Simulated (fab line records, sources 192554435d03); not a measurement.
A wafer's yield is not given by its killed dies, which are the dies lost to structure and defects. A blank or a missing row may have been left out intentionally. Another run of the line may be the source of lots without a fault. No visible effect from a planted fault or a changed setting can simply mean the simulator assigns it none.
Split-lot trial | flow n5-finfet | 21 wafers read across 7 lots, on a route 1938 steps long

ABOUT THE SPLIT
At N5_BEOL_M1_DESCUM_33 (chemistry O2, time 7 s), the setting time-s was moved away from the recipe's 7 s on 6 of the 21 wafers read, by -10.0% to +12.6%. For the rest of the wafers, this setting stayed at what the recipe calls for.

FROM THE SPLIT TO THE READING: what the file shows between them, 3 steps
- N5_BEOL_M1_ETCH_77: etches underlayer in N2/H2, target depth 6.5 nm, time 5.2 s
- N5_BEOL_M1_ETCH_69: etches SiARC in CF4, target depth 15.6 nm, time 26 s
- N5_BEOL_M1_ALD_98: deposits SiO2, target thk 2.5 nm, pulse time 1 s, co reactant pulse time 1 s

THE READING
CAR-EUV_of_BEOL_M1_COAT_22.thk-nm (the simulator's own value, which no gauge read), in nm, at N5_BEOL_M1_ETCHBACK_99 (etches SiO2 in CHF3, target depth 5 nm, time 10.4 s). The file gives no usual value for it. Average 10.5 nm, standard deviation 0.14 nm, over the 15 wafers here run with the recipe.

wafer  | tool, chamber at the split | time-s as run, s | against the recipe | CAR-EUV_of_BEOL_M1_COAT_22.thk-nm, nm | against lot-mates on the recipe
L075.2 | rie-diel-04, 2             | 7                | recipe             | 10.4                                  | -
L075.3 | rie-diel-04, 0,2           | 7.587            | +8.4%              | 10                                    | -0.4
L075.4 | rie-diel-04, 0,2           | 7.587            | +8.4%              | 10                                    | -0.4
L078.1 | rie-diel-03, 2,1,2         | 7                | recipe             | 10.4                                  | -
L078.6 | rie-diel-03, 2,1,2         | 7                | recipe             | 10.4                                  | -
L078.3 | rie-diel-03, 2,1,2         | 7                | recipe             | 10.2                                  | -
L077.1 | rie-diel-03, 0,2           | 7                | recipe             | 10.4                                  | -
L077.3 | rie-diel-03, 3             | 7                | recipe             | 10.4                                  | -
L077.4 | rie-diel-03, 0,2           | 7                | recipe             | 10.2                                  | -
L084.2 | rie-diel-01, 3,1           | 7.884            | +12.6%             | 10                                    | -0.4
L084.4 | rie-diel-01, 3,1           | 7.884            | +12.6%             | 10                                    | -0.4
L084.6 | rie-diel-01, 2             | 7                | recipe             | 10.4                                  | -
L087.1 | rie-diel-04, 0,0,1         | 7                | recipe             | 10.6                                  | -
L087.5 | rie-diel-04, 0,0,1         | 7                | recipe             | 10.6                                  | -
L087.6 | rie-diel-04, 0,0,1         | 7                | recipe             | 10.6                                  | -
L088.2 | rie-diel-01, 0             | 6.302            | -10.0%             | 10.8                                  | +0.4
L088.3 | rie-diel-01, 1             | 7                | recipe             | 10.4                                  | -
L088.6 | rie-diel-01, 1             | 6.302            | -10.0%             | 11                                    | +0.6
L091.1 | rie-diel-04, 2,1,0         | 7                | recipe             | 10.6                                  | -
L091.4 | rie-diel-04, 2,1,0         | 7                | recipe             | 10.6                                  | -
L091.6 | rie-diel-04, 2,1,0         | 7                | recipe             | 10.6                                  | -
The file does not say which wafer passed through which chamber wherever a row lists several chambers: such a row stands for several wafers.

FIT RESULTS
A straight line over all 21 wafers: CAR-EUV_of_BEOL_M1_COAT_22.thk-nm changes by -0.0425 nm for each +1% of time-s; r = -0.88; the points scatter about the line by 0.13 nm.
The same after taking each lot's own level away (the mean of its wafers on the recipe; 21 wafers): -0.0412 nm for each +1%; r = -0.95; scatter 0.079 nm.
On that fit, the largest move of time-s shifts the reading by 0.52 nm.
The span of the lots' own levels, 10.33 to 10.60 nm, comes to 2.0 times the standard deviation stated above.
The two slopes agree, so the slope changes little with the lot-to-lot level.
Check: with one of the wafers moved furthest among these (+12.6%) left out of the fit, the line predicts -0.542 nm for it against its lot-mates. Against them it came out at -0.4 nm.

THE WHOLE CHAIN: every reading that the file lists as answering this split, in the file's order
step                   | what it does                                                | reading                                                                            | change (the file's fit)                | r (the file's)
N5_BEOL_M1_DESCUM_33   | chemistry O2, time 7 s                                      | CAR-EUV_of_BEOL_M1_COAT_22.thk-nm (the simulator's own value, which no gauge read) | -0.0295 nm for each +1% of the setting | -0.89
N5_BEOL_M1_ETCH_77     | etches underlayer in N2/H2, target depth 6.5 nm, time 5.2 s | CAR-EUV_of_BEOL_M1_COAT_22.thk-nm (the simulator's own value, which no gauge read) | -0.0415 nm for each +1% of the setting | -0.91
N5_BEOL_M1_ETCHBACK_99 | etches SiO2 in CHF3, target depth 5 nm, time 10.4 s         | CAR-EUV_of_BEOL_M1_COAT_22.thk-nm (the simulator's own value, which no gauge read) | -0.0407 nm for each +1% of the setting | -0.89

THE FILE'S OWN FIT
CAR-EUV_of_BEOL_M1_COAT_22.thk-nm changes by -0.0407 nm for each +1% of time-s, r = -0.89.
